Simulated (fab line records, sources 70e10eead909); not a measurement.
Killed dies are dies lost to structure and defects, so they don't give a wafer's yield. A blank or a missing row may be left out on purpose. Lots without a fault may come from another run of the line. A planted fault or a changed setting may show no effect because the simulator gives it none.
Problem report in the 8D (eight disciplines) form, filled by code | flow nand_harc | the parts of the form that need people (team, actions taken, sign-off) are left out

1. THE PROBLEM
run_length_s at NHARC_P_BONDPAD_ETCH_37 reads a mean of 71.2 s on 3 wafers of 2 lots; wafers without a fault read 87.2 s with a standard deviation of 0.61. That is -26 standard deviations from the usual mean.
The step: etches the open film in N2/H2, target depth 60 nm, overetch 18 nm, time 65.91 s.
First seen on wafer L726.2, day 10 11:07, on rie_diel-02. The record holds 42 wafers of 14 lots with a number at this step. Rule for "out", or "out of limits": more than 4 standard deviations from the usual mean. The other wafers with a number count as sound.

2. WHAT IT IS AND WHAT IT IS NOT
question                    | is                     | is not
which readings at this step | run_length_s           | drypump_motor_current_A, oes_product_au, rf_vpp_V, showerhead_plenum_p_Torr, throttle_valve_pct
which lots                  | L726, L728             | L712, L713, L714, L715, L716, L718, L719, L720, L722, L723, L725, L727
which wafers of those lots  | L726.2, L726.5, L728.5 | L726.1, L728.3, L728.6
read on which tools         | rie_diel-02            | rie_diel-13
when                        | from day 10 11:07      | up to then (37 sound wafers); but 2 sound wafers of L728 came after

3. SUSPECTS, AND WHAT RULES EACH OUT
Counting: a tool at a process step up to the reading stays a suspect if it ran every lot that is out. Sound lots after the first of them don't rule it out here, since some wafers of a struck lot are sound.
- rie_diel-02 at NHARC_P_BONDPAD_ETCH_37 (etches the open film in N2/H2, target depth 60 nm, overetch 18 nm, time 65.91 s): kept. It ran every lot that is out, first L726 (day 10 11:07); its last sound lot up to then is L723 (day 9 16:06). Its own readings are out on those wafers: run_length_s.
Left after counting: rie_diel-02 at NHARC_P_BONDPAD_ETCH_37.

4. THE CAUSE (what the simulator had put in)
Process parameter drift: rie_diel-02, from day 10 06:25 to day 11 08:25, at NHARC_P_BONDPAD_ETCH_37. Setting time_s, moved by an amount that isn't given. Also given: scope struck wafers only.
Counting left only this tool.

5. THE CHAIN OF EFFECTS, in route order
Each row: a reading whose mean over the struck wafers that have a number lies more than 3 standard deviations from the usual. Only readings for which the record gives a usual standard deviation are gone through. hours: the time from each lot's start at the first step in this table that gives one to its start at this step, as a median over the lots. sigmas: the change in usual standard deviations.
hours | step                    | reading      | usual  | on struck wafers | change | sigmas
0     | NHARC_P_BONDPAD_ETCH_37 | run_length_s | 87.2 s | 71.2             | -16.0  | -26
The process steps in it:
- NHARC_P_BONDPAD_ETCH_37: etches the open film in N2/H2, target depth 60 nm, overetch 18 nm, time 65.91 s.

6. WHAT WOULD HAVE CAUGHT IT SOONER
In this record the first reading out of limits was taken at day 10 11:07, 5 hours after the fault began at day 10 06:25.
